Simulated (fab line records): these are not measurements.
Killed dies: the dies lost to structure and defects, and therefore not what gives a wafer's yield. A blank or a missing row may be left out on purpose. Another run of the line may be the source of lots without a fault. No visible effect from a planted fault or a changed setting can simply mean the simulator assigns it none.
fab line records	flow nand_harc
record: lots: 12	wafers: 36	last_day: 33
route steps=1302 shown A_STAIRCASE@653 END@1302
lots that met no fault: from a run of the same line without faults
start_h: hours from the record's first day to the start of the lot's first wafer shown	wait_h: hours elapsed since this lot's preceding step	" repeats the value in the row above	L1.1+2: several wafers, shown together as one row	- value missing, or start not given	* or withheld: withheld	< > ~ a bound
route shown NAME@n: a module of which the file shows steps, and the number in the route of the first	usual: mean and standard deviation over wafers with no fault	same: alike in all rows	chamber/n: place in a boat	sites: the reading at each site	_std_site: the standard deviation of these	_edge_site: inner sites' mean taken away from outer sites' mean	radius_mm: how far each site lies from the wafer's centre	mask NAME#n: copy n	behind: the most recent tool/chamber to have shaped the wafer	hold: cause of the lot's hold/its duration in hours/its outcome	device: which transistor (n, p or np) failed to switch	end of line: tests run on the same wafers once the route is complete	a step without rows: its recipe alone	killed: the dies lost at the first sort to structure and to defects; this is not the yield of the wafer	map: per-die view of a wafer (x killed, . not killed, _ where there is no die)
set.NAME: the run value of the setting; set.NAME@STEP: its run value at that earlier step	model.NAME: the simulator's own value behind a step, which no gauge read
a sample of lots followed through the steps of the route, with each step as a table and each wafer as a row
services: from which hour (start_h, from the record's first day; less than 0 if before it) a tool's chamber was out of use, for how many hours, and why
== steps ==
step: NHARC_A_STAIRCASE_STRIP_171
recipe: power_w: 1500	temp_c: 250	chemistry: O2
usual: drypump_motor_current_A: 6.07/0.2	heater_power_w: 296/21	rf_refl_power_W: 15/5.7
lot.wafer	tool	chamber	start_h	wait_h	drypump_motor_current_A	heater_power_w	rf_hours_counter_h	rf_refl_power_W
L447.3	plasma_asher-02	0	379.53	-	6.32	288	-	-
L447.5	"	0	"	"	6.33	285	-	-
L447.6	"	1	"	"	5.77	285	-	-
L457.1	plasma_asher-01	0	450.73	-	6.03	332	22	9
L457.4	"	1	"	"	6.18	279	-	12
L457.5	"	0	"	"	6.04	332	-	8
L456.3	plasma_asher-01	1	456.72	-	6.15	277	-	12
L456.4	"	0	"	"	6.07	333	-	10
L456.5	"	1	"	"	6.14	274	-	12
L459.2	plasma_asher-01	1	485.66	-	6.15	279	29	12
L459.3	"	0	"	"	6.02	329	-	10
L459.4	"	1	"	"	6.14	277	-	12
L460.3	plasma_asher-02	0	503.51	-	6.33	288	-	14
L460.4	"	1	"	"	5.75	298	-	24
L460.6	"	1	"	"	5.75	298	-	25
L461.4	plasma_asher-01	0	504.18	-	6.05	327	-	-
L461.5	"	1	"	"	6.20	273	-	-
L461.6	"	0	"	"	6.03	337	-	-
L463.2	plasma_asher-02	0	518.23	-	6.35	286	16	-
L463.3	"	1	"	"	5.75	300	-	-
L463.5	"	0	"	"	6.33	287	-	-
L462.1	plasma_asher-01	1	518.50	-	6.15	275	36	-
L462.4	"	0	"	"	6.03	328	-	-
L462.6	"	0	"	"	6.04	328	-	-
L464.4	plasma_asher-01	1	532.29	-	6.15	280	-	12
L464.3	"	0	"	"	6.06	322	-	9
L464.5	"	1	"	"	6.15	274	-	12
L465.2	plasma_asher-01	0	538.56	-	6.00	329	2	9
L465.1	"	1	"	"	6.18	279	2	12
L465.3	"	1	"	"	6.17	280	-	12
L469.3	plasma_asher-01	1	581.68	-	6.15	286	-	12
L469.5	"	0	"	"	6.03	324	-	10
L469.6	"	1	"	"	6.16	282	-	12
L468.2	plasma_asher-02	0	581.74	-	6.35	291	30	14
L468.3	"	1	"	"	5.74	291	-	25
L468.6	"	0	"	"	6.35	278	-	14
step: NHARC_A_STAIRCASE_DESCUM_11
recipe: time_s: 3	o2_flow_sccm: 200	ar_flow_sccm: 0	bias_power_w: 0	chemistry: O2
usual: drypump_motor_current_A: 5.8/0.4	o2_flow_sccm: 200.0/0.55	oes_product_au: 0.999/0.0083	rf_vpp_V: 57.7/0.95	showerhead_plenum_p_Torr: 1.88/0.094	throttle_valve_pct: 11.311/0.01
lot.wafer	tool	chamber	start_h	wait_h	drypump_motor_current_A	o2_flow_sccm	oes_product_au	rf_hours_counter_h	rf_vpp_V	showerhead_plenum_p_Torr	throttle_valve_pct
L447.3	rie_diel-04	0	380.98	-	5.6	200.9	1.013	4	57.4	1.78	11.312
L447.6	"	1	"	"	5.7	199.9	0.993	-	58.0	2.07	11.302
L447.5	"	2	"	"	5.7	199.7	0.989	-	58.7	1.92	11.307
L457.1	rie_diel-04	2	452.47	-	5.7	200.1	0.998	31	57.6	1.91	11.314
L457.5	"	1	"	"	5.7	199.5	1.016	-	59.1	2.07	11.297
L457.4	"	0	"	"	5.6	199.8	1.014	-	56.6	1.77	11.314
L456.3	rie_diel-12	2	458.15	-	6.0	199.9	1.010	1	56.6	1.81	11.304
L456.4	"	3	"	"	5.8	200.9	1.010	0	57.2	1.84	11.302
L456.5	"	1	"	"	5.2	199.2	0.993	-	56.9	1.87	11.310
L459.2	rie_diel-04	1	487.15	-	5.7	199.7	1.002	42	59.0	2.06	11.304
L459.3	"	3	"	"	6.3	199.9	1.003	42	58.1	1.88	11.298
L459.4	"	3	"	"	6.3	200.0	0.997	-	58.0	1.88	11.312
L460.4	rie_diel-12	1	504.94	-	5.2	200.0	0.987	17	56.8	1.86	11.312
L460.3	"	3	"	"	5.7	199.6	1.000	16	56.9	1.84	11.315
L460.6	"	0	"	"	6.6	198.9	1.011	-	57.6	1.81	11.321
L461.4	rie_diel-07	1	505.57	-	5.7	199.7	0.997	7	58.1	1.85	11.330
L461.5	"	2	"	"	5.4	199.5	0.994	-	55.4	1.81	11.297
L461.6	"	3	"	"	5.4	199.8	1.001	-	58.2	1.90	11.301
L463.2	rie_diel-04	2	519.61	-	5.7	199.7	0.984	46	56.7	1.91	11.327
L463.3	"	0	"	"	5.6	200.8	1.004	50	56.9	1.76	11.302
L463.5	"	2	"	"	5.7	199.9	0.987	-	58.4	1.91	11.321
L462.1	rie_diel-12	2	519.97	-	6.0	200.2	0.992	24	57.1	1.81	11.304
L462.4	"	1	"	"	5.2	200.3	0.991	22	58.0	1.86	11.287
L462.6	"	3	"	"	5.7	200.4	0.999	-	56.1	1.83	11.319
L464.3	rie_diel-12	1	533.78	-	5.2	199.6	0.995	28	57.1	1.86	11.309
L464.4	"	3	"	"	5.7	200.0	0.983	-	56.3	1.83	11.300
L464.5	"	1	"	"	5.2	199.9	0.987	-	57.6	1.86	11.306
L465.2	rie_diel-12	0	540.28	-	6.6	199.3	1.013	33	57.1	1.80	11.319
L465.3	"	1	"	"	5.2	200.0	0.988	32	56.7	1.86	11.304
L465.1	"	2	"	"	6.0	199.6	1.013	29	57.3	1.80	11.312
L469.3	rie_diel-07	0	582.95	-	5.5	198.6	1.011	31	58.3	2.07	11.319
L469.5	"	3	"	"	5.5	200.0	1.006	-	57.2	1.89	11.312
L469.6	"	0	"	"	5.4	199.8	0.995	-	59.2	2.07	11.294
L468.2	rie_diel-07	1	583.21	-	5.7	200.8	1.001	30	57.9	1.84	11.331
L468.3	"	3	"	"	5.4	200.3	1.004	31	57.2	1.89	11.319
L468.6	"	0	"	"	5.4	199.5	0.991	-	59.5	2.07	11.292
step: NHARC_A_STAIRCASE_TRIM_16
recipe: time_s: 211.2	o2_flow_sccm: 500	ar_flow_sccm: 0	bias_w: 0	chemistry: O2
usual: drypump_motor_current_A: 5.8/0.41	o2_flow_sccm: 500.0/1.6	oes_product_au: 1.000/0.0081	rf_vpp_V: 57.6/0.8	showerhead_plenum_p_Torr: 3.47/0.16	throttle_valve_pct: 17.037/0.009
lot.wafer	tool	chamber	start_h	wait_h	drypump_motor_current_A	o2_flow_sccm	oes_product_au	rf_hours_counter_h	rf_vpp_V	showerhead_plenum_p_Torr	throttle_valve_pct
L447.3	rie_diel-04	3	-	-	6.3	502.5	0.992	6	57.0	3.50	17.026
L447.5	"	1	"	"	5.7	501.2	1.006	-	57.9	3.81	17.038
L447.6	"	2	"	"	5.7	500.5	1.000	-	57.7	3.54	17.032
L457.4	rie_diel-04	2	-	-	5.7	500.8	0.979	34	57.1	3.52	17.025
L457.1	"	1	"	"	5.8	498.0	1.006	30	58.2	3.79	17.034
L457.5	"	3	"	"	6.3	499.9	0.993	-	58.0	3.48	17.054
L456.4	rie_diel-12	0	-	-	6.6	498.6	1.015	1	58.2	3.35	17.031
L456.3	"	1	"	"	5.2	497.5	0.994	1	57.9	3.45	17.053
L456.5	"	3	"	"	5.7	503.4	0.998	-	58.2	3.40	17.042
L459.3	rie_diel-04	0	-	-	5.6	499.2	1.015	35	58.3	3.28	17.024
L459.2	"	3	"	"	6.3	498.9	1.003	43	56.9	3.48	17.028
L459.4	"	0	"	"	5.6	499.7	1.006	-	56.2	3.28	17.040
L460.3	rie_diel-12	0	-	-	6.6	500.0	1.016	19	59.3	3.34	17.019
L460.4	"	3	"	"	5.7	496.3	0.999	17	58.8	3.39	17.032
L460.6	"	1	"	"	5.2	502.9	1.001	-	58.0	3.44	17.042
L461.4	rie_diel-07	0	-	-	5.5	501.5	0.987	8	57.7	3.80	17.035
L461.5	"	3	"	"	5.5	498.6	1.003	-	56.2	3.51	17.042
L461.6	"	0	"	"	5.5	499.6	1.012	-	58.1	3.80	17.059
L463.3	rie_diel-04	0	-	-	5.6	499.5	0.995	51	55.3	3.27	17.041
L463.2	"	1	"	"	5.7	502.0	1.005	54	58.4	3.78	17.042
L463.5	"	0	"	"	5.6	502.1	1.004	-	57.2	3.27	17.037
L462.1	rie_diel-12	2	-	-	6.1	502.4	0.997	25	57.0	3.34	17.037
L462.4	"	3	"	"	5.8	499.4	0.999	23	57.1	3.39	17.037
L462.6	"	0	"	"	6.6	501.1	0.997	-	57.6	3.34	17.058
L464.3	rie_diel-12	0	-	-	6.6	502.3	1.014	30	57.2	3.34	17.045
L464.4	"	0	"	"	6.6	501.4	1.026	-	56.9	3.34	17.025
L464.5	"	1	"	"	5.2	501.2	1.010	-	56.8	3.43	17.050
L465.3	rie_diel-12	1	-	-	5.2	498.7	0.991	33	57.3	3.43	17.044
L465.2	"	3	"	"	5.7	500.8	1.010	32	58.1	3.39	17.030
L465.1	"	0	"	"	6.6	498.7	1.007	34	56.7	3.34	17.025
L469.3	rie_diel-07	0	-	-	5.4	499.5	1.003	32	58.8	3.79	17.039
L469.6	"	3	"	"	5.5	498.6	1.007	-	57.9	3.49	17.047
L469.5	"	0	"	"	5.5	500.0	0.992	-	57.9	3.79	17.045
L468.3	rie_diel-07	1	-	-	5.7	499.4	0.993	30	57.0	3.41	17.035
L468.2	"	2	"	"	5.4	501.1	0.994	27	57.9	3.34	17.023
L468.6	"	0	"	"	5.5	498.6	0.991	-	59.4	3.79	17.027
step: NHARC_A_STAIRCASE_ETCH_23
recipe: target_depth_a: 1000	time_s: 40.5	ion_energy_ev: 400	c4f8_flow_sccm: 20	o2_flow_sccm: 10	ar_flow_sccm: withheld	rf_w: 600	bias_w: 1000	chemistry: C4F8/O2
usual: oes_product_au: 0.946/0.011	rf_vpp_V: 894/5.8
lot.wafer	tool	chamber	start_h	wait_h	oes_product_au	rf_hours_counter_h	rf_vpp_V
L447.3	rie_diel-12	3	382.60	-	0.969	40	891
L447.5	"	2	"	"	0.947	-	891
L447.6	"	3	"	"	0.963	-	891
L457.4	rie_diel-12	0	456.25	-	0.812	0	890
L457.1	"	1	"	"	0.943	0	893
L457.5	"	1	"	"	0.939	-	892
L456.3	rie_diel-12	2	459.67	-	0.947	1	890
L456.4	"	0	"	"	0.800	1	889
L456.5	"	3	"	"	0.947	-	890
L459.2	rie_diel-04	0	488.93	-	0.948	35	886
L459.3	"	1	"	"	0.940	43	904
L459.4	"	0	"	"	0.951	-	885
L460.3	rie_diel-04	0	507.17	-	0.946	45	887
L460.4	"	1	"	"	0.965	50	906
L460.6	"	1	"	"	0.960	-	905
L461.4	rie_diel-07	3	508.03	-	0.959	9	895
L461.6	"	1	"	"	0.946	-	891
L461.5	"	2	"	"	0.957	-	889
L463.3	rie_diel-04	0	521.14	-	0.934	51	886
L463.2	"	3	"	"	0.958	57	895
L463.5	"	0	"	"	0.939	-	887
L462.4	rie_diel-07	3	521.52	-	0.955	12	896
L462.1	"	0	"	"	0.954	13	905
L462.6	"	3	"	"	0.955	-	895
L464.3	rie_diel-12	3	536.36	-	0.933	28	891
L464.5	"	1	"	"	0.924	-	892
L464.4	"	3	"	"	0.931	-	893
L465.2	rie_diel-07	3	542.71	-	0.941	23	894
L465.1	"	0	"	"	0.946	23	905
L465.3	"	2	"	"	0.968	19	888
L469.3	rie_diel-12	0	584.81	-	0.957	50	888
L469.5	"	2	"	"	0.936	-	890
L469.6	"	3	"	"	0.941	-	891
L468.3	rie_diel-12	1	585.13	-	0.926	48	893
L468.2	"	0	"	"	0.940	50	888
L468.6	"	2	"	"	0.943	-	888
step: NHARC_END_SORT_01
recipe: temp_c: 25
usual: killed_at_array: 52/20	killed_at_other: 1.0/1.3	killed_at_periphery: 3.7/2.2	killed_dies: 57/20	killed_open: 3.2/1.6	killed_short: 2.4/1.6
same: gross_dies: 677
lot.wafer	tool	chamber	start_h	wait_h	killed_at_array	killed_at_other	killed_at_periphery	killed_dies	killed_open	killed_short
L457.1	prober-02	0	656.22	2.5	41	2	3	46	2	4
L457.4	prober-02	0	658.64	3.4	653	6	4	663	3	1
L457.5	prober-02	0	659.44	3.7	28	4	4	36	1	7
L456.3	prober-01	0	657.80	3.1	84	0	8	92	3	0
L456.4	prober-01	0	658.60	3.4	649	0	8	657	6	3
L456.5	prober-01	0	659.41	3.7	94	0	9	103	3	2
killed by level:class
L457.1 A_CONTACT:chamber_film_flake=12 A_STAIRCASE:chamber_film_flake=7 A_BONDPAD:chamber_film_flake=7 A_CHANNEL_HOLE_D1:chamber_film_flake=6 A_BLC:chamber_film_flake=3 A_CHANNEL_HOLE_D2:geometric_particle:short=2 THIN_TSV:chamber_film_flake=2 P_STI:geometric_particle:short=1
L456.3 A_SLIT:chamber_film_flake=35 A_CHANNEL_HOLE_D1:chamber_film_flake=26 A_CHANNEL_HOLE_D2:chamber_film_flake=13 P_CONTACT:chamber_film_flake=6 A_STAIRCASE:chamber_film_flake=4 A_ZERO_WELL:chamber_film_flake=2 P_M0:geometric_particle:open=1 A_SGD_CUT:geometric_particle:open=1
L456.4 A_STAIRCASE:area_etch=559 A_SLIT:chamber_film_flake=32 A_CHANNEL_HOLE_D1:chamber_film_flake=29 A_CHANNEL_HOLE_D2:chamber_film_flake=13 P_CONTACT:chamber_film_flake=5 A_STAIRCASE:chamber_film_flake=4 A_CHANNEL_FILL_D1:geometric_particle:open=3 P_ZERO_WELL:chamber_film_flake=2
L457.4 A_STAIRCASE:area_etch=626 A_CHANNEL_HOLE_D1:chamber_film_flake=7 A_BONDPAD:chamber_film_flake=5 THIN_TSV:chamber_film_flake=5 P_M2:chamber_film_flake=4 A_STAIRCASE:chamber_film_flake=4 A_CONTACT:chamber_film_flake=3 A_BLC:chamber_film_flake=3
L456.5 A_SLIT:chamber_film_flake=34 A_CHANNEL_HOLE_D1:chamber_film_flake=27 A_CHANNEL_HOLE_D2:chamber_film_flake=20 P_CONTACT:chamber_film_flake=5 P_ZERO_WELL:chamber_film_flake=3 A_STAIRCASE:chamber_film_flake=3 A_ZERO_WELL:chamber_film_flake=2 A_CHANNEL_FILL_D1:geometric_particle:open=1
L457.5 A_CONTACT:chamber_film_flake=6 A_BONDPAD:chamber_film_flake=6 A_STAIRCASE:chamber_film_flake=5 THIN_TSV:chamber_film_flake=4 A_WL_FILL:geometric_particle:short=3 A_CHANNEL_HOLE_D1:chamber_film_flake=3 A_CHANNEL_FILL_D1:geometric_particle:short=2 P_M2:chamber_film_flake=2
== services ==
tool	chamber	start_h	hours	kind
plasma_asher-01	-	364.42	0.9	repair
rie_diel-12	0	375.97	-	clean
rie_diel-12	1	375.97	-	clean
rie_diel-12	2	375.97	-	clean
rie_diel-12	3	375.97	-	clean
rie_diel-12	0	400.47	-	clean
rie_diel-04	3	404.45	2.5	repair
plasma_asher-01	-	409.60	6.0	repair
plasma_asher-02	-	426.00	9.0	pm
rie_diel-04	0	426.04	3.4	repair
rie_diel-12	2	438.16	1.7	repair
rie_diel-12	-	446.18	9.0	pm
rie_diel-04	3	449.41	4.5	repair
rie_diel-07	-	458.35	0.2	repair
rie_diel-04	0	461.58	9.0	repair
rie_diel-07	-	471.32	9.0	pm
rie_diel-12	3	485.08	3.3	repair
rie_diel-12	0	513.71	4.4	repair
plasma_asher-01	-	519.17	9.0	pm
rie_diel-07	2	523.08	4.5	repair
rie_diel-12	2	530.79	7.1	repair
rie_diel-04	-	532.15	9.0	pm
plasma_asher-01	-	536.77	1.4	repair
rie_diel-04	1	558.39	3.9	repair
== key ==
first_sign: step: NHARC_A_STAIRCASE_ETCH_23	reading: oes_product_au	direction: down	sigmas: 13	usual: 0.946	struck: 0.806
effect: step: NHARC_END_SORT_01	reading: killed_at_array	direction: up	sigmas: 30	usual: 52	struck: 651
more_kills_born_at: NHARC_A_STAIRCASE_ETCH_23@rie_diel-12: 1185
met_at NHARC_A_STAIRCASE_ETCH_23
struck_lots L456,L457
struck_wafers L456.4,L457.4
later_rows_left_out L456.4,L457.4
tester_left_out L456,L457
not_acting_at NHARC_A_STAIRCASE_STRIP_171,NHARC_A_STAIRCASE_DESCUM_11,NHARC_A_STAIRCASE_TRIM_16
fault: kind: process_parameter_drift	tool: rie_diel-12	chamber: 0	onset_h: 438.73	steps: NHARC_A_STAIRCASE_ETCH_23	channel: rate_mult	offset: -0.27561	shape: step	end_h: 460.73
tester_left_out: of these lots the tester's yield and bins aren't shown, on N5 and GAA mostly nor the transistor test; their killed dies are dies lost to structure and defects alone, not to doping, threshold or leakage, so they don't give the yield
later_rows_left_out: the simulator's readings of these wafers behind a module that went badly wrong aren't trusted and aren't shown, but for the sort
